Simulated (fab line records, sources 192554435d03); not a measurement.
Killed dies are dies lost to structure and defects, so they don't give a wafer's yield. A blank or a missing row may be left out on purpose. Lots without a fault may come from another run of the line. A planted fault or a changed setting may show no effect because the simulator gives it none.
fab line records | flow n5_finfet
record lots=7 wafers=21
route steps=1938 shown BEOL_M9@1408 BEOL_M10@1533 BEOL_M12@1605 BEOL_M14@1737 TV_OPEN@1887 PAD_METAL@1896
start_h: hours from the record's first day to the start of the lot's first wafer shown | wait_h: hours since the lot's step before | " the same as in the row above | L1.1+2: a row that stands for several wafers | - no value, or no start given | * or withheld: withheld | < > ~ a bound
route shown NAME@n: a module of which the file shows steps, and the number in the route of the first | usual: mean/standard deviation of fault-free wafers | same: alike in all rows | chamber/n: place in a boat | sites: the reading at each site | _std_site: their standard deviation | _edge_site: outer sites' mean less inner sites' | radius_mm: how far each site lies from the wafer's centre | mask NAME#n: copy n | behind: the tool/chamber that last shaped the wafer | hold: why the lot was held/for how many hours/how that ended | device: the transistor (n, p or np) that didn't switch | end of line: the same wafers' tests at the end of the route | a step without rows: its recipe alone | killed: dies lost to structure and defects at the first sort, not the wafer's yield | map: a wafer's dies, x killed, . not, _ none there
set.NAME: the setting as run; set.NAME@STEP: as run at that earlier step | model.NAME: the simulator's own value behind a step, which no gauge read
lots whose settings were changed on purpose; a table a step, a row a wafer
## steps
# step N5_BEOL_M9_COAT_05
# recipe resist=CAR-ArF spin_rpm=1500 resist_thk_nm=90
# columns lot.wafer tool chamber start_h wait_h set.spin_rpm model.CAR-ArF_of_BEOL_M9_COAT_05.thk_nm
L075.1+2+6 litho_track-02 0 - - 1500 90
L081.1 litho_track-05 0 - - 1500 89.6
L081.3 " 0 " " 1500 90.2
L081.6 " 0 " " 1500 89.8
L082.1 litho_track-02 0 - - 1500 89.8
L082.3 " 0 " " 1581 87.4
L082.5 " 0 " " 1500 89.6
L083.2 litho_track-05 0 - - 1429 92.2
L083.4 " 0 " " 1429 92
L083.6 " 0 " " 1500 90
L084.2 litho_track-02 0 - - 1500 90
L084.5 " 0 " " 1629 86.4
L084.6 " 0 " " 1629 86.6
L087.3 litho_track-02 0 - - 1500 90
L087.4+5 " 0 " " 1359 94.4
L089.1+6 litho_track-05 0 - - 1500 90
L089.5 " 0 " " 1400 93
# step N5_BEOL_M10_DEP_56
# recipe material=SiCN target_thk_a=150 temp_c=withheld precursor=3MS/NH3 pressure_torr=3 rf_w=202 time_s=26.5
# columns lot.wafer tool chamber start_h wait_h set.time_s model.SiCN_of_BEOL_M10_DEP_56.thk_nm
L075.1 pecvd-03 0 223.34 0.0 26.5 14.6
L075.2 " 1 " " 26.5 15
L075.6 " 2 " " 24.7 14
L081.1 pecvd-04 0 265.16 0.0 26.5 14.8
L081.3 " 0 " " 26.5 15.2
L081.6 " 0 " " 26.5 15
L082.1 pecvd-03 0 277.58 0.0 24.81 14.2
L082.3 " 1 " " 26.5 15.2
L082.5 " 1 " " 26.5 15.6
L083.2 pecvd-04 2 290.77 0.0 22.93 13.2
L083.4 " 1 " " 26.5 14.6
L083.6 " 0 " " 26.5 15
L084.2 pecvd-02 0 291.62 0.0 26.5 14.6
L084.5 " 0 " " 22.65 12.8
L084.6 " 1 " " 26.5 15
L087.3 pecvd-02 0 297.90 0.0 28.55 15.8
L087.4 " 1 " " 26.5 15.2
L087.5 " 0 " " 26.5 15
L089.1 pecvd-03 1 330.48 0.1 26.5 14.6
L089.5+6 " 1 " " 23.36 13.2
# step N5_BEOL_M12_COAT_04
# recipe spin_rpm=1625 resist_thk_nm=400
# columns lot.wafer tool chamber start_h wait_h set.spin_rpm model.coat_of_BEOL_M12_COAT_04.thk_nm
L075.1 litho_track-05 0 - - 1625 398.6
L075.2+6 " 0 " " 1734 387.2
L081.1 litho_track-05 0 - - 1625 400
L081.3 " 0 " " 1625 399.2
L081.6 " 0 " " 1625 398.8
L082.1 litho_track-05 0 - - 1456 424.2
L082.3 " 0 " " 1625 401.6
L082.5 " 0 " " 1456 423.8
L084.2 litho_track-04 0 - - 1625 399
L084.5 " 0 " " 1680 392.6
L084.6 " 0 " " 1680 393
L083.2 litho_track-01 0 - - 1625 400.6
L083.4 " 0 " " 1625 399.6
L083.6 " 0 " " 1625 399
L087.3 litho_track-01 0 - - 1625 399.4
L087.4 " 0 " " 1461 422
L087.5 " 0 " " 1461 420.6
L089.1 litho_track-01 0 - - 1625 401.2
L089.5+6 " 0 " " 1625 400.6
# step N5_BEOL_M12_ETCH_59
# recipe chemistry=N2/H2 target=BARC target_depth_a=890 overetch_a=267 time_s=67.9 ion_energy_ev=200 pressure_mtorr=30 source_w=840 bias_w=150 n2_flow_sccm=200 h2_flow_sccm=200
# columns lot.wafer tool chamber start_h wait_h set.h2_flow_sccm
L075.1 rie_diel-06 2 231.58 0.0 200
L075.2+6 " 3,0 " " 214.5
L081.1+3+6 rie_diel-03 2,0,0 271.31 0.0 200
L082.1+5 rie_diel-02 2,1 286.25 0.0 200
L082.3 " 0 " " 193.9
L084.2+6 rie_diel-02 2,1 298.66 0.0 200
L084.5 " 0 " " 190.4
L083.2+6 rie_diel-02 3,2 299.25 0.0 192.3
L083.4 " 1 " " 200
L087.3 rie_diel-03 1 305.70 0.0 194.7
L087.4+5 " 2,0 " " 200
L089.1 rie_diel-03 3 339.08 0.0 200
L089.5+6 " 2,3 " " 185.9
# step N5_BEOL_M12_VIA_ETCH_16
# recipe chemistry=C4F8/O2/Ar target=SiOC pressure_mtorr=30 source_w=3000 bias_w=700 Ar_flow_sccm=400 C4F8_flow_sccm=15 O2_flow_sccm=8 he_inner_torr=15 he_outer_torr=30 target_depth_a=7248 time_s=withheld ion_energy_ev=250 ends=cleared
# columns lot.wafer tool chamber start_h wait_h set.spin_rpm@BEOL_M12_COAT_04 model.coat_of_BEOL_M12_COAT_04.thk_nm
L075.1 rie_diel-06 2 231.63 0.0 1625 126
L075.2 " 3 " " 1734 108.4
L075.6 " 0 " " 1734 115
L081.1 rie_diel-03 2 271.36 0.0 1625 125.4
L081.3 " 0 " " 1625 122.8
L081.6 " 0 " " 1625 126.6
L082.1 rie_diel-02 2 286.30 0.0 1456 144.2
L082.3 " 0 " " 1625 120
L082.5 " 1 " " 1456 143.8
L084.2 rie_diel-02 2 298.72 0.0 1625 121.4
L084.5 " 0 " " 1680 110
L084.6 " 1 " " 1680 115.8
L083.2 rie_diel-02 3 299.31 0.0 1625 128
L083.4 " 1 " " 1625 121
L083.6 " 2 " " 1625 118
L087.3 rie_diel-03 1 305.75 0.0 1625 119.6
L087.4 " 2 " " 1461 141
L087.5 " 0 " " 1461 143.8
L089.1 rie_diel-03 3 339.13 0.0 1625 129
L089.5 " 2 " " 1625 122.6
L089.6 " 3 " " 1625 124.4
# step N5_BEOL_M12_STRIP_63
# recipe chemistry=N2/H2 power_w=1000 temp_c=250 h2_frac=0.65 overash_fraction=0.3 pressure_mtorr=1000 n2_flow_sccm=1750 h2_flow_sccm=3250
# usual strip_time_to_endpoint_s=42.3/0.86
# columns lot.wafer tool chamber start_h wait_h set.spin_rpm@BEOL_M12_COAT_04 strip_time_to_endpoint_s
L075.1 plasma_asher-01 0 231.83 - 1625 43.3
L075.2 " 1 " " 1734 38.5
L075.6 " 0 " " 1734 40.3
L081.1 plasma_asher-02 1 271.56 - 1625 43.1
L081.3 " 0 " " 1625 42.4
L081.6 " 0 " " 1625 43.4
L082.1 plasma_asher-02 0 286.50 - 1456 48.1
L082.3 " 0 " " 1625 41.6
L082.5 " 1 " " 1456 48.1
L084.2 plasma_asher-02 1 298.91 - 1625 42.1
L084.5 " 0 " " 1680 39.0
L084.6 " 1 " " 1680 40.6
L083.2 plasma_asher-02 0 299.51 - 1625 43.8
L083.4 " 1 " " 1625 41.9
L083.6 " 1 " " 1625 41.2
L087.3 plasma_asher-01 1 305.97 - 1625 41.6
L087.4 " 0 " " 1461 47.3
L087.5 " 0 " " 1461 48.0
L089.1 plasma_asher-01 1 339.33 - 1625 44.1
L089.5 " 0 " " 1625 42.4
L089.6 " 1 " " 1625 42.8
# step N5_BEOL_M12_SPUTTER_44
# recipe material=Ta target_thk_a=100 temp_c=50 bias_v=80 power_w=15000 chamber_pressure_pa=0.07 time_s=16.13
# columns lot.wafer tool chamber start_h wait_h set.power_w model.Ta_of_BEOL_M12_SPUTTER_44.thk_nm
L075.1+2 pvd_sputter-03 - 235.46 0.0 17440 11.6
L075.6 " - " " 15000 10
L081.1+6 pvd_sputter-02 - 273.69 0.0 15000 10.2
L081.3 " - " " 15000 10
L082.1+3 pvd_sputter-02 - 289.86 0.0 15000 10
L082.5 " - " " 12730 8.6
L084.2+6 pvd_sputter-01 - 301.39 0.0 15000 10
L084.5 " - " " 15000 9.8
L083.2 pvd_sputter-01 - 304.33 0.0 14120 9.6
L083.4 " - " " 15000 10.2
L083.6 " - " " 15000 9.8
L087.3 pvd_sputter-03 - 312.64 0.0 15000 10
L087.4 " - " " 13850 9
L087.5 " - " " 15000 9.8
L089.1+6 pvd_sputter-02 - 341.80 0.0 15000 10.4
L089.5 " - " " 12410 8.4
# step N5_BEOL_M14_COAT_65
# recipe resist=SOC temp_c=250 time_s=60 spin_rpm=1500 resist_thk_nm=450
# columns lot.wafer tool chamber start_h wait_h set.spin_rpm model.SOC_of_BEOL_M14_COAT_65.thk_nm
L075.1 litho_track-05 0 243.69 0.0 1500 451.8
L075.2 " 0 " " 1415 464.8
L075.6 " 0 " " 1500 451.6
L081.1 litho_track-01 0 282.55 0.0 1500 449
L081.3 " 0 " " 1500 449.4
L081.6 " 0 " " 1500 448.8
L082.1 litho_track-02 0 297.71 0.0 1378 471.2
L082.3 " 0 " " 1500 452
L082.5 " 0 " " 1500 450.8
L084.2 litho_track-01 0 312.57 0.0 1500 447.2
L084.5 " 0 " " 1350 472.4
L084.6 " 0 " " 1350 471.6
L083.2+4 litho_track-02 0 312.89 0.0 1500 451
L083.6 " 0 " " 1500 451.2
L087.3 litho_track-05 0 321.66 0.0 1500 450.4
L087.4 " 0 " " 1500 450
L087.5 " 0 " " 1442 459
L089.1 litho_track-05 0 350.66 0.0 1500 450.8
L089.5 " 0 " " 1500 452
L089.6 " 0 " " 1500 451
# step N5_BEOL_M14_COAT_66
# recipe resist=SiARC temp_c=220 time_s=60 spin_rpm=1500 resist_thk_nm=110
# columns lot.wafer tool chamber start_h wait_h set.spin_rpm model.SiARC_of_BEOL_M14_COAT_66.thk_nm
L075.1 litho_track-05 0 - - 1586 106.8
L075.2 " 0 " " 1586 106.4
L075.6 " 0 " " 1500 109.8
L081.1+3+6 litho_track-01 0 - - 1500 110.2
L082.1+3 litho_track-02 0 - - 1500 109.8
L082.5 " 0 " " 1500 109.6
L084.2 litho_track-01 0 - - 1500 110
L084.5 " 0 " " 1500 110.2
L084.6 " 0 " " 1500 109.8
L083.2 litho_track-02 0 - - 1500 110.2
L083.4+6 " 0 " " 1500 110.4
L087.3 litho_track-05 0 - - 1500 110.2
L087.4+5 " 0 " " 1579 107.8
L089.1 litho_track-05 0 - - 1448 112.2
L089.5 " 0 " " 1448 112.6
L089.6 " 0 " " 1500 110.2
# step N5_BEOL_M14_COAT_22
# recipe spin_rpm=2888 resist_thk_nm=300
# step N5_BEOL_M14_EBR_24
# recipe solvent=PGMEA ebr_width_mm=1.5
# step N5_BEOL_M14_DESCUM_33
# recipe chemistry=O2 time_s=7.9 source_power_w=50 bias_power_w=20 pressure_mtorr=20 rf_frequency_hz=2.712e+07 temp_c=40 o2_flow_sccm=225
# step N5_BEOL_M14_ETCH_67
# recipe chemistry=CF4 target=SiARC target_depth_a=1430 time_s=238.3 ion_energy_ev=80 pressure_mtorr=40 source_w=545 bias_w=36 Ar_flow_sccm=100 cf4_flow_sccm=100 ends=cleared
# columns lot.wafer tool chamber start_h wait_h set.spin_rpm@BEOL_M14_COAT_66 model.etch.depth_nm model.coat_of_BEOL_M14_COAT_22.thk_nm
L075.1 rie_diel-02 0 244.10 0.0 1586 106.8 214.4
L075.2 " 3 " " 1586 106.5 213.6
L075.6 " 0 " " 1500 109.8 211.2
L081.1 rie_diel-02 0 283.09 0.0 1500 110.3 211.8
L081.3 " 1 " " 1500 110.2 212
L081.6 " 1 " " 1500 110.2 212.2
L082.1 rie_diel-06 2 298.44 0.0 1500 109.8 212.6
L082.3 " 1 " " 1500 109.9 212.8
L082.5 " 1 " " 1500 109.7 212.2
L084.2 rie_diel-03 1 313.12 0.0 1500 110.1 210.2
L084.5 " 3 " " 1500 110.2 211
L084.6 " 0 " " 1500 109.8 211.2
L083.2 rie_diel-02 1 313.38 0.0 1500 110.2 211.2
L083.4 " 2 " " 1500 110.4 210.8
L083.6 " 2 " " 1500 110.3 210.6
L087.3 rie_diel-02 1 322.07 0.0 1500 110.2 211.6
L087.4 " 2 " " 1579 107.8 213.8
L087.5 " 3 " " 1579 107.8 213.2
L089.1 rie_diel-03 0 351.90 0.0 1448 112.2 208
L089.5 " 0 " " 1448 112.6 208.8
L089.6 " 3 " " 1500 110.2 211.2
# step N5_BEOL_M14_ETCH_68
# recipe chemistry=N2/H2 target=SOC mask_material=SiARC source_w=3000 bias_w=350 temp_c=40 time_s=450 ion_energy_ev=200 pressure_mtorr=30 n2_flow_sccm=200 h2_flow_sccm=200
# columns lot.wafer tool chamber start_h wait_h set.spin_rpm@BEOL_M14_COAT_66 model.SiARC_of_BEOL_M14_COAT_66.thk_nm
L075.1 rie_diel-02 0 244.25 0.1 1586 61.6
L075.2 " 3 " " 1586 61.2
L075.6 " 0 " " 1500 65
L081.1+3 rie_diel-02 0,1 283.24 0.1 1500 64.8
L081.6 " 1 " " 1500 64.4
L082.1 rie_diel-06 2 298.59 0.1 1500 64.4
L082.3+5 " 1 " " 1500 65.4
L084.2 rie_diel-03 1 313.26 0.1 1500 64.6
L084.5 " 3 " " 1500 65
L084.6 " 0 " " 1500 64.2
L083.2 rie_diel-02 1 313.53 0.1 1500 65
L083.4 " 2 " " 1500 64.6
L083.6 " 2 " " 1500 64.8
L087.3 rie_diel-02 1 322.22 0.1 1500 65.6
L087.4 " 2 " " 1579 62.2
L087.5 " 3 " " 1579 63
L089.1 rie_diel-03 0 352.04 0.1 1448 66.8
L089.5 " 0 " " 1448 67
L089.6 " 3 " " 1500 64.2
# step N5_BEOL_M14_DEP_53
# recipe material=SiCN target_thk_a=500 temp_c=withheld precursor=3MS/NH3 pressure_torr=3 rf_w=675 time_s=17.8
# columns lot.wafer tool chamber start_h wait_h set.time_s model.SiCN_of_BEOL_M14_DEP_53.thk_nm
L075.1 pecvd-04 0 247.30 0.0 19.34 53.8
L075.2 " 1 " " 17.8 49
L075.6 " 1 " " 19.34 54.4
L081.1 pecvd-02 2 290.46 0.0 17.8 50
L081.3 " 0 " " 17.8 50.4
L081.6 " 1 " " 17.8 50.6
L082.1 pecvd-04 0 302.75 0.0 15.92 45.4
L082.3 " 2 " " 15.92 44.6
L082.5 " 1 " " 17.8 50.4
L084.2 pecvd-04 0 321.20 0.0 17.8 49.6
L084.5 " 2 " " 17.8 50.6
L084.6 " 1 " " 17.8 50.8
L083.2 pecvd-04 1 323.46 0.0 16.85 46.8
L083.4 " 0 " " 17.8 50
L083.6 " 2 " " 16.85 47.6
L087.3 pecvd-03 2 327.16 0.0 17.8 48.8
L087.4+5 " 1,2 " " 17.8 50.2
L089.1 pecvd-04 2 357.21 0.0 19.84 55.6
L089.5 " 1 " " 19.84 56.4
L089.6 " 2 " " 17.8 50.8
# step N5_PASSIVATION_PASS_ETCH_74
# recipe chemistry=CF4/O2 target=SiNx target_depth_a=2200 time_s=110 ion_energy_ev=100 pressure_mtorr=40 source_w=535 bias_w=49 Ar_flow_sccm=100 cf4_flow_sccm=100 O2_flow_sccm=10
# columns lot.wafer tool chamber start_h wait_h set.source_w model.etch.depth_nm model.TV_OPEN.cd_offset_nm
L075.1 rie_diel-04 3 266.11 0.0 619.1 258.5 -1
L075.2 " 2 " " 535 217.4 0.6
L075.6 " 2 " " 535 216 0.2
L081.1 rie_diel-04 3 304.28 0.0 535 225.7 0
L081.3 " 0 " " 535 218 0.2
L081.6 " 3 " " 535 225.9 -0.2
L082.1 rie_diel-04 3 319.37 0.0 616.3 257.6 -1.4
L082.3 " 1 " " 535 216.7 -0.2
L082.5 " 2 " " 616.3 247.2 -1.2
L084.2 rie_diel-05 2 332.84 0.0 589.2 242.1 -0.6
L084.5 " 3 " " 535 219.9 0.4
L084.6 " 0 " " 535 218.6 0.6
L083.2 rie_diel-04 3 341.42 0.0 535 226.7 0
L083.4 " 0 " " 535 220.9 -0.2
L083.6 " 0 " " 535 217.1 -0.4
L087.3 rie_diel-04 3 344.87 0.0 535 225.9 0.6
L087.4 " 2 " " 461.3 193.4 1.4
L087.5 " 3 " " 535 227.1 0.2
L089.1 rie_diel-04 1 369.53 0.0 535 217.5 0
L089.5 " 1 " " 621 248.6 -1.8
L089.6 " 0 " " 535 218.2 -0.2
# step N5_PASSIVATION_AL_DEP_21
# recipe material=Al target_thk_a=28000 temp_c=400 time_s=170 power_w=30000 chamber_pressure_pa=0.4 gas=Ar
# columns lot.wafer tool chamber start_h wait_h set.time_s model.Al_of_PASSIVATION_AL_DEP_21.thk_nm
L075.1 pvd_sputter-02 - 266.89 0.1 170 2768
L075.2 " - " " 170 2744
L075.6 " - " " 170 2749
L081.1 pvd_sputter-02 - 304.97 0.1 170 2796
L081.3 " - " " 170 2791
L081.6 " - " " 170 2819
L082.1 pvd_sputter-03 - 320.94 0.1 189.6 3123
L082.3+5 " - " " 170 2829
L084.2 pvd_sputter-02 - 333.81 0.1 170 2764
L084.5 " - " " 170 2774
L084.6 " - " " 170 2797
L083.2 pvd_sputter-01 - 342.17 0.1 177.2 2934
L083.4 " - " " 170 2824
L083.6 " - " " 177.2 2927
L087.3 pvd_sputter-01 - 345.59 0.1 163.4 2698
L087.4 " - " " 163.4 2715
L087.5 " - " " 170 2834
L089.1 pvd_sputter-02 - 370.71 0.1 187.6 3034
L089.5 " - " " 170 2758
L089.6 " - " " 170 2735
## key
split step=N5_BEOL_M9_COAT_05 setting=spin_rpm stated=1500 by=wafer
response step=N5_BEOL_M9_COAT_05 reading=model.CAR-ArF_of_BEOL_M9_COAT_05.thk_nm change=-0.441 per=1% r=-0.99
split step=N5_BEOL_M10_DEP_56 setting=time_s stated=26.5 by=wafer
response step=N5_BEOL_M10_DEP_56 reading=model.SiCN_of_BEOL_M10_DEP_56.thk_nm change=+0.126 per=1% r=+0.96
split step=N5_BEOL_M12_COAT_04 setting=spin_rpm stated=1625 by=wafer
response step=N5_BEOL_M12_COAT_04 reading=model.coat_of_BEOL_M12_COAT_04.thk_nm change=-2.07 per=1% r=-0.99
response step=N5_BEOL_M12_VIA_ETCH_16 reading=model.coat_of_BEOL_M12_COAT_04.thk_nm change=-2.27 per=1% r=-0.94
response step=N5_BEOL_M12_STRIP_63 reading=strip_time_to_endpoint_s change=* per=1% r=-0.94
split step=N5_BEOL_M12_ETCH_59 setting=h2_flow_sccm stated=200 by=wafer
response none clear
split step=N5_BEOL_M12_SPUTTER_44 setting=power_w stated=15000 by=wafer
response step=N5_BEOL_M12_SPUTTER_44 reading=model.Ta_of_BEOL_M12_SPUTTER_44.thk_nm change=+0.103 per=1% r=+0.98
split step=N5_BEOL_M14_COAT_65 setting=spin_rpm stated=1500 by=wafer
response step=N5_BEOL_M14_COAT_65 reading=model.SOC_of_BEOL_M14_COAT_65.thk_nm change=-2.43 per=1% r=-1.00
split step=N5_BEOL_M14_COAT_66 setting=spin_rpm stated=1500 by=wafer
response step=N5_BEOL_M14_COAT_66 reading=model.SiARC_of_BEOL_M14_COAT_66.thk_nm change=-0.532 per=1% r=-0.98
response step=N5_BEOL_M14_ETCH_67 reading=model.etch.depth_nm change=-0.525 per=1% r=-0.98
response step=N5_BEOL_M14_ETCH_67 reading=model.coat_of_BEOL_M14_COAT_22.thk_nm change=+0.492 per=1% r=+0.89
response step=N5_BEOL_M14_ETCH_68 reading=model.SiARC_of_BEOL_M14_COAT_66.thk_nm change=-0.631 per=1% r=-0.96
split step=N5_BEOL_M14_DEP_53 setting=time_s stated=17.8 by=wafer
response step=N5_BEOL_M14_DEP_53 reading=model.SiCN_of_BEOL_M14_DEP_53.thk_nm change=+0.507 per=1% r=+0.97
split step=N5_PASSIVATION_PASS_ETCH_74 setting=source_w stated=535 by=wafer
response step=N5_PASSIVATION_PASS_ETCH_74 reading=model.etch.depth_nm change=+2.31 per=1% r=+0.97
response step=N5_PASSIVATION_PASS_ETCH_74 reading=model.TV_OPEN.cd_offset_nm change=-0.0884 per=1% r=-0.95
split step=N5_PASSIVATION_AL_DEP_21 setting=time_s stated=170 by=wafer
response step=N5_PASSIVATION_AL_DEP_21 reading=model.Al_of_PASSIVATION_AL_DEP_21.thk_nm change=+26.8 per=1% r=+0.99
